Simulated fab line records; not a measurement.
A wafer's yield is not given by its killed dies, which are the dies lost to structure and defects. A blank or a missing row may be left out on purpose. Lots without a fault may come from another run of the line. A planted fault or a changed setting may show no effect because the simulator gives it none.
Chamber matching | flow nandHarc | 3 sister chambers for NHARC_A_CONTACT_DEP_29 on pecvd-04
The step deposits SiON, target thk 100 nm. 16 wafers are shown with their chamber, then 8 later ones without.

WAFERS PAIRED WITH THEIR CHAMBERS
wafer  | chamber | heaterPowerW (W)
L076.2 | 2       | 1087
L076.4 | 2       | 1064
L076.5 | 0       | 622
L079.1 | 0       | 672
L079.2 | 2       | 990
L079.4 | 2       | 993
L077.1 | 0       | 620
L077.2 | 1       | 632
L077.3 | 2       | 890
L078.1 | 1       | 791
L078.3 | 2       | 890
L078.4 | 2       | 908
L082.1 | 0       | 752
L082.3 | 2       | 1024
L082.6 | 1       | 759
L085.1 | 0       | 677

SIGNATURES, as means of the wafers listed above
reading      | chamber 0 | chamber 1 | chamber 2 | scatter within a chamber
heaterPowerW | 668.60    | 727.33    | 980.75    | 72.2
Rule: a wafer lies at a distance from a chamber equal to the root of the sum of squares, over the readings, of (its reading less the chamber's mean, divided by the reading's scatter). If the next closest chamber is less than 2 further off than the closest, the wafer can't be placed; otherwise it belongs to the closest. How the scatter is found: for the shown wafers, subtract from each reading the mean of its chamber, square and add these, divide the total by (wafers less chambers), then take the root.

WAFERS WITH NO CHAMBER GIVEN
wafer  | heaterPowerW (W)
L085.2 | 703
L085.3 | 899
L084.2 | 999
L084.5 | 1028
L084.6 | 638
L094.2 | 956
L094.4 | 794
L094.6 | 982

CHAMBER TAKEN BY EACH
wafer  | from the rows above          | in truth
L085.2 | can't be placed: 1 or 0      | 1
L085.3 | can't be placed: 2 or 1      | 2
L084.2 | 2                            | 2
L084.5 | 2                            | 2
L084.6 | can't be placed: 0 or 1      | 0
L094.2 | 2                            | 2
L094.4 | can't be placed: 1 or 0 or 2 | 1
L094.6 | 2                            | 2
Correctly placed: 4 of 8. Not placeable from these rows: 4 (in 4, the candidates include the true chamber). Placed wrongly: 0.
